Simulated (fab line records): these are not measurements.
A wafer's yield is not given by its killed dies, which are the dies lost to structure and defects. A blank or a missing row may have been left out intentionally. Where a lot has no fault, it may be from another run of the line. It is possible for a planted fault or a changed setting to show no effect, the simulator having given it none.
The same fault as seen by 3 desks | flow n5 finfet | numbers are kept per desk, each desk with only its own; the story behind them comes last

== THE METROLOGY DESK ==
Lot by lot, what the gauges showed, no matter which tool ran the lot: averages of those sampled wafers that carry a number. Any lot whose mean is over 4 standard deviations away from the usual mean is out of limits and marked OUT; that distance is given in the brackets.
Columns: A = cd nm at N5_PASSIVATION_CD_MEAS_44, usual 39999 nm; B = PASS_OPEN_OVL at N5_PASSIVATION_OVL_MEAS_66, usual 2 nm
lot  | first seen here | A     | B
L934 | day 12 02:58    | 39996 | 6
L937 | day 13 08:17    | 39995 | 1
L943 | day 14 18:32    | 39998 | 10
L946 | day 15 19:58    | 39999 | 6
L947 | day 16 05:25    | 39996 | 0
L955 | day 18 09:29    | 39998 | 13
L954 | day 18 10:41    | 40000 | 2
This desk's verdict: no lot among the 7 shows anything out of limits.

== THE TOOL OWNER'S DESK: rie diel-05 ==
The tool's own readings at N5_PASSIVATION_PASS_ETCH_47 (etches SiNx in CF4/O2, target depth 770 nm, time 385 s): means of the sampled wafers that have a number, for each lot that ran on this tool. Any lot whose mean is over 4 standard deviations away from the usual mean is out of limits and marked OUT; that distance is given in the brackets.
Columns: A = O2_flow_sccm at N5_PASSIVATION_PASS_ETCH_47, usual 10.001 sccm; B = drypump motor current A at N5_PASSIVATION_PASS_ETCH_47, usual 5.56 A; C = oes product au at N5_PASSIVATION_PASS_ETCH_47, usual 0.79 a.u.; D = rf vpp V at N5_PASSIVATION_PASS_ETCH_47, usual 240 V; E = showerhead plenum p Torr at N5_PASSIVATION_PASS_ETCH_47, usual 2.22 Torr; F = throttle valve pct at N5_PASSIVATION_PASS_ETCH_47, usual 15.76 %
lot  | first seen here | A      | B    | C    | D   | E    | F
L934 | day 12 03:05    | 9.998  | 5.56 | 0.81 | 244 | 2.22 | 15.82
L937 | day 13 08:28    | 9.999  | 5.67 | 0.72 | 242 | 2.25 | 15.80
L943 | day 14 18:48    | 10.034 | 5.49 | 0.81 | 242 | 2.24 | 15.81
L946 | day 15 20:26    | 10.018 | 5.72 | 0.92 | 243 | 2.21 | 15.32
L947 | day 16 05:32    | 9.978  | 5.58 | 0.84 | 240 | 2.23 | 15.63
L954 | day 18 11:23    | 10.006 | 5.61 | 0.87 | 241 | 2.19 | 15.54
This desk's verdict: no lot among the 6 shows anything out of limits.

== THE DEFECT DESK ==
Inspection counts along the route, by lot: the mean over sampled wafers that carry a number. Any lot whose mean is over 4 standard deviations away from the usual mean is out of limits and marked OUT; that distance is given in the brackets.
Columns: A = raw defect count at N5_PASSIVATION_INSPECT_67, usual 1.9
lot  | first seen here | A
L934 | day 12 03:01    | 2.0
L937 | day 13 08:21    | 2.3
L943 | day 14 18:35    | 3.0
L946 | day 15 20:02    | 2.0
L947 | day 16 05:28    | 1.7
L955 | day 18 09:32    | 2.0
L954 | day 18 10:44    | 2.0
This desk's verdict: no lot among the 7 shows anything out of limits.

== BROUGHT TOGETHER ==
Nothing out of limits was seen by the metrology desk.
The desk of the tool owner found nothing out of limits.
The defect desk saw nothing out of limits.

== WHAT THE SIMULATOR HAD INSERTED ==
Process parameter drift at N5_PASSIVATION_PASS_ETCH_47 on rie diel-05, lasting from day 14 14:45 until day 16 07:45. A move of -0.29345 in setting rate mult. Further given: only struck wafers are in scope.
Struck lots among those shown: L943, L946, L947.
